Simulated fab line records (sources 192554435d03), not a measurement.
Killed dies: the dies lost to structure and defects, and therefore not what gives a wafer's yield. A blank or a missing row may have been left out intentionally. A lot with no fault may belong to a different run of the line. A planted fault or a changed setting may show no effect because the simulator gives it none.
A lot that was struck, set against a sound lot    flow n5-finfet    28 out of 1938 route steps
Sound: wafers L731.1, L731.2, L731.3. Struck: wafer L747.1 (L747.4, L747.5, from the same lot, were not struck and are left out); the cause is given at the end.
Per side, at each step with rows, come the tool, then ch with its chambers, and then its first start. Under that, the readings that differ: sound wafers    struck wafers    difference of the means    sigmas: that difference in standard deviations of wafers without a fault.
alike: a reading whose means differ by less than 2 such deviations, as well as words and numbers matching on both sides. not compared: withheld readings; readings where some wafer has no value; bounds like >300 that might hide an equal value; numbers whose values overlap and for which the record gives no deviation.
A row with sigmas, a row that says differs or no value, or rows on one side alone: a step with any of these is where the two part. Numbers that have no deviation but don't overlap get no sigmas and don't part them. A reading missing from all wafers of one side parts the sides only when that side holds two or more wafers.

N5_BEOL_M13_VIA_ETCH_16: etches SiOC in C4F8/O2/Ar, target depth 921.7 nm.
  sound on rie-diel-01 ch 0,2,3, day 11 03:53; struck on rie-diel-01 ch 2, day 15 06:18
  alike: drypump-motor-current-A, he-outer-torr, oes-product-au, rf-vpp-V, showerhead-plenum-p-Torr, throttle-valve-pct
N5_BEOL_M13_STRIP_63: strips in N2/H2.
  sound on plasma-asher-02 ch 0,1, day 11 04:09; struck on plasma-asher-01 ch 1, day 15 06:32
  alike: drypump-motor-current-A, heater-power-w, oes-product-au, strip-time-to-endpoint-s
  not compared: rf-hours-counter-h
N5_BEOL_M13_STRIP_64: strips in N2/H2.
  sound on plasma-asher-02 ch 0,1, day 11 04:13; struck on plasma-asher-01 ch 1, day 15 06:35
  alike: drypump-motor-current-A, heater-power-w, oes-product-au, strip-time-to-endpoint-s
  not compared: rf-hours-counter-h
then, 2 steps without rows for these wafers: N5_BEOL_M13_STRIP_71 (strips in post etch residue remover, time 60 s); N5_BEOL_M13_SRD_72 (time 30 s, dry time 30 s).
N5_BEOL_M13_CD_MEAS_17: the cd target is 190 nm.
  sound: cd-sem-01 at day 11 04:23; struck: cd-sem-02 at day 15 06:44
  alike: cd-nm
then, 6 steps without rows for these wafers: N5_BEOL_M13_COAT_65 (time 60 s, resist thk 350 nm); N5_BEOL_M13_COAT_66 (time 60 s, resist thk 110 nm); N5_BEOL_M13_COAT_22 (resist thk 300 nm); N5_BEOL_M13_EBR_24; N5_BEOL_M13_SOFTBAKE_23 (time 60 s); N5_BEOL_M13_EXPOSE_25 (exposes mask M13, target cd 210 nm).
N5_BEOL_M13_PEB_26: peb time 90 s.
  sound on litho-track-05 ch 0, day 11 04:44; struck on litho-track-02 ch 0, day 15 07:05
then, 2 steps without rows for these wafers: N5_BEOL_M13_DEVELOP_27 (develop time 45 s); N5_BEOL_M13_HARDBAKE_32 (time 120 s).
N5_BEOL_M13_CD_MEAS_28: the cd target is 209.5 nm.
  sound on cd-sem-03 ch 0, day 11 04:51; struck on cd-sem-01 ch 0, day 15 07:11
  alike: cd-nm
N5_BEOL_M13_OVL_MEAS_29:
  sound on overlay-01 ch 0, day 11 04:53; struck on overlay-02 ch 0, day 15 07:13
reading       sound      struck  difference  sigmas
M13_OVL (nm)  -12 -6 -8  7       +16         +3
N5_BEOL_M13_INSPECT_30: inspects for defects (macro).
  sound: defect-inspect-02 at day 11 04:54; struck: defect-inspect-02 at day 15 07:14
  alike: raw-defect-count
N5_BEOL_M13_DESCUM_33: chemistry O2, time 7.9 s.
  sound on rie-diel-04 ch 0,1,2, day 11 04:56; struck on rie-diel-04 ch 3, day 15 07:17
reading                    sound              struck  difference  sigmas
rf-hours-counter-h (h)     43 121 10          237     +179        
model.BEOL_M13.cd-nm (nm)  210.4 207.4 209.2  212     +3          
  alike: drypump-motor-current-A, oes-product-au, rf-vpp-V, showerhead-plenum-p-Torr, throttle-valve-pct
then, 1 step without rows for these wafers: N5_BEOL_M13_ETCH_67 (etches SiARC in CF4, target depth 143 nm, time 238.3 s).
N5_BEOL_M13_ETCH_68: etches SOC in N2/H2, time 355 s.
  sound on rie-diel-04 ch 0,1,2, day 11 05:07; struck on rie-diel-04 ch 3, day 15 07:28
reading                          sound           struck  difference  sigmas
rf-hours-counter-h (h)           43 121 10       237     +179        
showerhead-plenum-p-Torr (Torr)  2.61 2.54 2.61  2.41    -0.18       -2
  alike: drypump-motor-current-A, oes-product-au, rf-vpp-V, throttle-valve-pct
then, 3 steps without rows for these wafers: N5_BEOL_M13_STRIP_69 (strips in N2/H2); N5_BEOL_M13_TRENCH_ETCH_34 (etches SiOC in C4F8/O2/Ar, target depth 413.47 nm, time 162.6 s); N5_BEOL_M13_STRIP_70 (strips in C4F8/O2/Ar).
N5_BEOL_M13_OCD_MEAS_35:
  sound: ocd-01 at day 11 05:31; struck: ocd-01 at day 15 07:52
reading               sound        struck  difference  sigmas
trench-depth-nm (nm)  416 413 425  402     -16         -2
N5_BEOL_M13_STRIP_37: strips in N2/H2.
  sound on plasma-asher-01 ch 0,1, day 11 05:33; struck on plasma-asher-01 ch 1, day 15 07:53
reading                sound              struck  difference  sigmas
oes-product-au (a.u.)  0.781 0.804 0.795  0.768   -0.025      -2
  alike: drypump-motor-current-A, heater-power-w
  not compared: rf-hours-counter-h
N5_BEOL_M13_ETCH_38: etches SiCN in CF4/N2, target depth 67.5 nm, time 71.9 s.
  sound on rie-diel-01 ch 0,2,3, day 11 06:46; struck on rie-diel-01 ch 2, day 15 12:23
reading                    sound            struck  difference  sigmas
model.BEOL_M13.cd-nm (nm)  212 205.2 208.4  212.4   +3.9        
  alike: drypump-motor-current-A, oes-product-au, rf-vpp-V, showerhead-plenum-p-Torr, throttle-valve-pct
  not compared: rf-hours-counter-h
then, 1 step without rows for these wafers: N5_BEOL_M13_PRECLEAN_39 (cleans in residue remover, time 60 s).

## WHERE THEY PART
Earliest at N5_BEOL_M13_OVL_MEAS_29; latest, in this record, at N5_BEOL_M13_STRIP_37. Later steps at which nothing parts them and some readings are alike: N5_BEOL_M13_ETCH_38.

WHY: what the simulator had put in
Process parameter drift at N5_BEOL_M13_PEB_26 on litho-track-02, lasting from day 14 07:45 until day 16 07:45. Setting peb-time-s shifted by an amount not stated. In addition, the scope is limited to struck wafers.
